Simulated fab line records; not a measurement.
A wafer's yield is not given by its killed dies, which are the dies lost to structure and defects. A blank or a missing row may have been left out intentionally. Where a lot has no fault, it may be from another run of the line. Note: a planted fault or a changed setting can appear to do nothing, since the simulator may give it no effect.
A single fault, viewed from 2 desks + flow n5 finfet + every desk sees just its own numbers, and what lay behind them comes last

== THE METROLOGY DESK ==
Means of the sampled wafers that have a number, per lot and without regard to the tool the lot ran on: this is what the gauges read. If a lot's mean is further than 4 standard deviations from the usual mean, the lot is out of limits and carries the mark OUT (the distance appears in the brackets). 7 of its 12 readings are shown, namely those furthest out on some lot.
Columns: A = FIN_CORE_OVL at N5_FIN_SAQP_OVL_MEAS_17, usual -0.2 nm; B = DIBL_N at N5_BEOL_M4_RC_MEAS_101, usual 36.1 mV/V; C = IOFF_N at N5_BEOL_M4_RC_MEAS_101, usual 0.159 nA/um; D = IOFF_P at N5_BEOL_M4_RC_MEAS_101, usual 0.21 nA/um; E = ION_P at N5_BEOL_M4_RC_MEAS_101, usual 464 uA/um; F = SS_P at N5_BEOL_M4_RC_MEAS_101, usual 73.3 mV/dec; G = VT_P at N5_BEOL_M4_RC_MEAS_101, usual -250 mV
| lot  | first seen here | A    | B    | C     | D    | E   | F    | G    |
|------|-----------------|------|------|-------|------|-----|------|------|
| L595 | day 3 16:58     | -0.5 | 38.7 | 0.213 | 0.24 | 465 | 74.1 | -250 |
| L596 | day 3 22:01     | 1.1  | 37.1 | 0.156 | 0.22 | 464 | 73.5 | -249 |
| L598 | day 4 11:13     | 0.2  | 35.8 | 0.176 | 0.23 | 470 | 73.3 | -249 |
| L599 | day 4 19:26     | 0.0  | 36.8 | 0.191 | 0.28 | 472 | 73.9 | -242 |
| L601 | day 5 04:47     | -1.4 | 35.9 | 0.145 | 0.21 | 465 | 73.4 | -251 |
| L607 | day 6 18:02     | 0.0  | 36.6 | 0.180 | 0.23 | 462 | 74.6 | -250 |
| L609 | day 7 03:14     | -0.8 | 35.0 | 0.146 | 0.19 | 456 | 73.1 | -254 |
| L610 | day 7 09:58     | 0.1  | 36.4 | 0.175 | 0.29 | 478 | 73.7 | -243 |
| L611 | day 7 15:44     | -0.3 | 35.9 | 0.176 | 0.23 | 470 | 73.1 | -247 |
Result from this desk: across the 9 lots, nothing is out of limits.

== THE TOOL OWNER'S DESK: rie si-03 ==
The tool's own readings at N5_FIN_SAQP_MANDREL_ETCH_22 (etches a-Si in HBr/Cl2, stops on SiNx, target depth 60 nm, bt time 10 s, time 30 s): means of the sampled wafers that have a number, for each lot that ran on this tool. If a lot's mean is further than 4 standard deviations from the usual mean, the lot is out of limits and carries the mark OUT (the distance appears in the brackets).
Columns: A = drypump motor current A at N5_FIN_SAQP_MANDREL_ETCH_22, usual 5.7 A; B = oes product au at N5_FIN_SAQP_MANDREL_ETCH_22, usual 0.762 a.u.; C = throttle valve pct at N5_FIN_SAQP_MANDREL_ETCH_22, usual 35.4 %
| lot  | first seen here | A   | B     | C    |
|------|-----------------|-----|-------|------|
| L595 | day 3 17:19     | 5.9 | 0.752 | 35.7 |
| L596 | day 3 23:00     | 5.7 | 0.762 | 35.4 |
| L599 | day 4 20:01     | 5.8 | 0.769 | 35.4 |
| L601 | day 5 05:12     | 6.0 | 0.747 | 35.4 |
| L607 | day 6 18:22     | 5.8 | 0.748 | 35.6 |
| L609 | day 7 03:34     | 5.9 | 0.740 | 35.6 |
| L610 | day 7 10:22     | 5.8 | 0.749 | 35.5 |
Result from this desk: across the 7 lots, nothing is out of limits.

== TAKEN TOGETHER ==
Nothing out of limits was seen by the metrology desk.
The desk of the tool owner found nothing out of limits.

== WHAT THE SIMULATOR PUT IN ==
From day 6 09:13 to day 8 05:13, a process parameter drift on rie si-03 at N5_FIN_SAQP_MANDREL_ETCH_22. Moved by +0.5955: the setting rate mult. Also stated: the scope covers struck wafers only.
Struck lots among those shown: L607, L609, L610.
